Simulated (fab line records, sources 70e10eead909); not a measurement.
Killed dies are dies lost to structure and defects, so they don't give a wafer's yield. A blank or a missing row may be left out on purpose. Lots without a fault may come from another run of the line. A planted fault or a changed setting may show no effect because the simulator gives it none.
fab line records | flow nand_harc
record lots=14 wafers=42 last_day=33
route steps=1302 shown A_DECK1_JOINT@543 A_ONON_D2@560 A_CHANNEL_HOLE_D2@571
lots that met no fault: from a run of the same line without faults
start_h: hours from the record's first day to the start of the lot's first wafer shown | wait_h: hours since the lot's step before | " the same as in the row above | L1.1+2: a row that stands for several wafers | - no value, or no start given | * or withheld: withheld | < > ~ a bound
route shown NAME@n: a module of which the file shows steps, and the number in the route of the first | usual: mean/standard deviation of fault-free wafers | same: alike in all rows | chamber/n: place in a boat | sites: the reading at each site | _std_site: their standard deviation | _edge_site: outer sites' mean less inner sites' | radius_mm: how far each site lies from the wafer's centre | mask NAME#n: copy n | behind: the tool/chamber that last shaped the wafer | hold: why the lot was held/for how many hours/how that ended | device: the transistor (n, p or np) that didn't switch | end of line: the same wafers' tests at the end of the route | a step without rows: its recipe alone | killed: dies lost to structure and defects at the first sort, not the wafer's yield | map: a wafer's dies, x killed, . not, _ none there
set.NAME: the setting as run; set.NAME@STEP: as run at that earlier step | model.NAME: the simulator's own value behind a step, which no gauge read
steps of the route over a sample of lots; a table a step, a row a wafer
services: from which hour (start_h, from the record's first day; less than 0 if before it) a tool's chamber was out of use, for how many hours, and why
## steps
# step NHARC_A_DECK1_JOINT_THK_MEAS_17
# recipe thk_meas_gauge=ellipsometry
# usual thk_nm=44.8/1.2
# columns lot.wafer tool chamber start_h wait_h thk_nm
L667.1 film_metro-02 - 308.60 0.2 45.4
L667.5 " - " " 47.5
L667.6 " - " " 45.4
L668.2 film_metro-01 - 308.60 0.2 44.7
L668.3 " - " " 47.0
L668.4 " - " " 44.6
L669.3 film_metro-02 - 332.75 0.3 42.6
L669.5 " - " " 44.3
L669.6 " - " " 43.6
L670.1 film_metro-01 - 332.78 0.2 43.6
L670.2 " - " " 46.4
L670.5 " - " " 44.4
L671.3 film_metro-02 - 345.09 0.2 43.5
L671.4 " - " " 44.2
L671.5 " - " " 45.2
L673.1 film_metro-01 - 358.77 0.2 46.3
L673.4 " - " " 46.1
L673.5 " - " " 43.3
L675.1 film_metro-01 - 381.83 0.2 43.5
L675.3 " - " " 45.6
L675.6 " - " " 44.8
L679.3 film_metro-01 - 415.26 0.2 44.8
L679.5 " - " " 46.1
L679.6 " - " " 44.4
L681.2 film_metro-01 - 451.96 0.3 44.9
L681.3 " - " " 44.3
L681.6 " - " " 45.2
L682.3 film_metro-02 - 456.66 0.2 46.1
L682.4 " - " " 46.3
L682.5 " - " " 44.7
L683.2 film_metro-01 - 456.66 0.2 45.2
L683.3 " - " " 46.1
L683.5 " - " " 47.4
L684.1 film_metro-01 - 480.20 0.3 44.4
L684.3 " - " " 44.7
L684.4 " - " " 47.5
L685.3 film_metro-02 - 480.21 0.2 45.6
L685.5 " - " " 45.6
L685.6 " - " " 45.0
L686.1 film_metro-01 - 495.44 0.3 45.0
L686.3 " - " " 44.8
L686.5 " - " " 45.8
# step NHARC_A_ONON_D2_DEP_22
# recipe target_thk_a=10000 n2_flow_sccm=2750 n2o_flow_sccm=2000 nh3_flow_sccm=500 sih4_flow_sccm=210 temp_c=400
# columns lot.wafer tool chamber start_h wait_h
L667.1+5+6 pecvd_onon-02 0 322.93 0.1
L668.2+3+4 pecvd_onon-03 0 323.26 0.2
L670.1+2+5 pecvd_onon-02 0 344.98 0.1
L669.3+5+6 pecvd_onon-04 0 345.08 0.2
L671.3+4+5 pecvd_onon-02 0 357.38 0.2
L673.1+4+5 pecvd_onon-04 0 369.63 0.1
L675.1+3+6 pecvd_onon-02 0 393.40 0.1
L679.3+5+6 pecvd_onon-02 0 426.24 0.2
L681.2+3+6 pecvd_onon-04 0 463.31 0.1
L683.2+3+5 pecvd_onon-03 0 469.49 0.1
L682.3+4+5 pecvd_onon-04 0 469.53 0.2
L684.1+3+4 pecvd_onon-02 0 491.71 0.1
L685.3+5+6 pecvd_onon-03 0 491.84 0.2
L686.1+3+5 pecvd_onon-03 0 506.71 0.1
# step NHARC_A_ONON_D2_THK_MEAS_24
# recipe thk_meas_gauge=ellipsometry
# usual thk_nm=1002/9.3
# columns lot.wafer tool chamber start_h wait_h thk_nm
L667.1 film_metro-01 - 323.43 - 1019
L667.5 " - " " 1017
L667.6 " - " " 1017
L668.2 film_metro-01 - 323.71 - 990
L668.3 " - " " 991
L668.4 " - " " 989
L669.3 film_metro-01 - 345.47 - 995
L669.5 " - " " 995
L669.6 " - " " 995
L670.1 film_metro-02 - 345.50 - 1008
L670.2 " - " " 1006
L670.5 " - " " 1009
L671.3 film_metro-01 - 357.78 - 1008
L671.4 " - " " 1007
L671.5 " - " " 1006
L673.1 film_metro-01 - 370.14 - 1000
L673.4 " - " " 999
L673.5 " - " " 999
L675.1 film_metro-01 - 393.91 - 1002
L675.3 " - " " 1003
L675.6 " - " " 1003
L679.3 film_metro-01 - 426.64 - 1004
L679.5 " - " " 1005
L679.6 " - " " 1004
L681.2 film_metro-02 - 463.76 - 946
L681.3 " - " " 998
L681.6 " - " " 998
L682.3 film_metro-02 - 469.92 - 1004
L682.4 " - " " 952
L682.5 " - " " 1004
L683.2 film_metro-02 - 469.95 - 1001
L683.3 " - " " 1002
L683.5 " - " " 1002
L684.1 film_metro-01 - 492.22 - 1006
L684.3 " - " " 1007
L684.4 " - " " 1006
L685.3 film_metro-02 - 492.23 - 996
L685.5 " - " " 995
L685.6 " - " " 994
L686.1 film_metro-02 - 507.22 - 999
L686.3 " - " " 999
L686.5 " - " " 1000
# step NHARC_A_ONON_D2_THK_MEAS_34
# recipe thk_meas_gauge=ellipsometry
# usual thk_nm=201/3.1
# columns lot.wafer tool chamber start_h wait_h thk_nm
L667.1 film_metro-01 - 325.03 - 195
L667.5 " - " " 196
L667.6 " - " " 200
L668.2 film_metro-01 - 325.31 - 197
L668.3 " - " " 199
L668.4 " - " " 198
L669.3 film_metro-02 - 347.07 - 195
L669.5 " - " " 198
L669.6 " - " " 198
L670.1 film_metro-02 - 347.11 - 203
L670.2 " - " " 199
L670.5 " - " " 201
L671.3 film_metro-01 - 359.39 - 198
L671.4 " - " " 200
L671.5 " - " " 203
L673.1 film_metro-01 - 371.74 - 203
L673.4 " - " " 202
L673.5 " - " " 205
L675.1 film_metro-01 - 395.55 - 198
L675.3 " - " " 202
L675.6 " - " " 203
L679.3 film_metro-01 - 428.24 - 203
L679.5 " - " " 206
L679.6 " - " " 203
L681.2 film_metro-02 - 465.37 - 203
L681.3 " - " " 202
L681.6 " - " " 209
L682.3 film_metro-01 - 471.52 - 202
L682.4 " - " " 202
L682.5 " - " " 202
L683.2 film_metro-02 - 471.62 - 203
L683.3 " - " " 200
L683.5 " - " " 206
L684.1 film_metro-01 - 494.21 - 199
L684.3 " - " " 200
L684.4 " - " " 201
L685.3 film_metro-01 - 494.35 0.3 206
L685.5 " - " " 203
L685.6 " - " " 200
L686.1 film_metro-01 - 508.83 - 204
L686.3 " - " " 198
L686.5 " - " " 202
# step NHARC_A_CHANNEL_HOLE_D2_DEP_01
# recipe target_thk_a=1400 target_thk_nm=140 temp_c=400 pressure_torr=3.5 flow_sccm=200 rf_w=350 material=SiON
# usual chamber_pressure_Torr=3.500/0.0081 heater_power_w=769/93
# columns lot.wafer tool chamber start_h wait_h chamber_pressure_Torr heater_power_w
L667.1 pecvd-04 1 327.37 1.6 3.507 806
L667.6 " 0 " " 3.494 965
L667.5 " 1 " " 3.506 830
L668.2 pecvd-04 0 328.13 1.3 3.500 922
L668.3 " 1 " " 3.500 893
L668.4 " 2 " " 3.501 651
L670.2 pecvd-02 1 350.07 1.3 3.510 762
L670.1 " 2 " " 3.497 730
L670.5 " 2 " " 3.506 718
L669.3 pecvd-02 1 350.27 1.2 3.508 755
L669.6 " 0 " " 3.502 759
L669.5 " 1 " " 3.499 774
L671.3 pecvd-03 1 362.42 1.0 3.505 823
L671.5 " 1 " " 3.515 834
L671.4 " 2 " " 3.500 778
L673.1 pecvd-04 2 373.83 1.6 3.509 679
L673.4 " 2 " " 3.505 697
L673.5 " 0 " " 3.504 881
L675.1 pecvd-04 0 397.62 1.6 3.497 913
L675.3 " 1 " " 3.497 857
L675.6 " 1 " " 3.495 861
L679.3 pecvd-02 0 433.18 1.0 3.480 817
L679.6 " 2 " " 3.496 789
L679.5 " 0 " " 3.494 834
L681.2 pecvd-02 1 468.15 1.3 3.513 607
L681.3 " 2 " " 3.497 825
L681.6 " 2 " " 3.499 819
L682.3 pecvd-04 1 473.56 1.0 3.497 786
L682.4 " 1 " " 3.494 784
L682.5 " 2 " " 3.488 705
L683.2 pecvd-03 0 473.73 1.3 3.512 728
L683.3 " 1 " " 3.498 937
L683.5 " 1 " " 3.500 781
L684.3 pecvd-03 0 497.50 1.0 3.501 709
L684.1 " 2 " " 3.494 677
L684.4 " 0 " " 3.484 724
L685.3 pecvd-03 0 497.96 1.0 3.504 666
L685.5 " 2 " " 3.491 696
L685.6 " 0 " " 3.505 688
L686.3 pecvd-02 0 510.93 1.0 3.490 759
L686.1 " 1 " " 3.498 645
L686.5 " 0 " " 3.491 765
## services
# columns tool chamber start_h hours kind
pecvd-04 - 307.95 3.4 repair
pecvd_onon-04 - 311.24 13.0 pm
pecvd-02 0 313.10 8.2 repair
pecvd-03 1 348.44 4.1 repair
pecvd_onon-02 - 366.00 13.0 pm
pecvd-03 - 366.62 13.0 pm
pecvd-02 1 384.92 6.1 repair
pecvd_onon-03 - 408.00 13.0 pm
pecvd-02 - 408.18 13.0 pm
pecvd-02 0 408.18 13.0 vent_cycle
pecvd-02 1 408.18 13.0 vent_cycle
pecvd-02 2 408.18 13.0 vent_cycle
pecvd-02 0 421.18 - clean
pecvd-02 1 421.18 - clean
pecvd-02 2 421.18 - clean
pecvd-04 - 432.86 0.8 repair
pecvd-04 - 450.03 13.0 pm
pecvd-04 0 450.03 13.0 vent_cycle
pecvd-04 1 450.03 13.0 vent_cycle
pecvd-04 2 450.03 13.0 vent_cycle
pecvd-03 - 457.40 0.9 repair
pecvd-04 1 464.66 3.9 repair
pecvd-02 1 488.18 8.6 repair
pecvd_onon-04 - 492.24 13.0 pm
## key
first_sign step=NHARC_A_ONON_D2_THK_MEAS_24 reading=thk_nm direction=down sigmas=5.8 usual=1002 struck=949
effect none on later readings
met_at NHARC_A_ONON_D2_DEP_22
struck_lots L681,L682
struck_wafers L681.2,L682.4
sort_left_out L681.2,L682.4
tester_left_out L681,L682
not_acting_at NHARC_A_DECK1_JOINT_THK_MEAS_17,NHARC_A_ONON_D2_THK_MEAS_34,NHARC_A_CHANNEL_HOLE_D2_DEP_01
onset_between 369.63 463.31
fault kind=process_parameter_drift tool=pecvd_onon-04 chamber=- onset_h=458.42 steps=NHARC_A_ONON_D2_DEP_22 channel=target_thk_a offset=* shape=step end_h=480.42 scope=struck_wafers_only acts_in=* stated=*
# tester_left_out: of these lots the tester's yield and bins aren't shown, on N5 and GAA mostly nor the transistor test; their killed dies are dies lost to structure and defects alone, not to doping, threshold or leakage, so they don't give the yield
# sort_left_out: the simulated sort isn't trusted on such a fault, so these wafers' sort isn't shown, and their yield isn't known
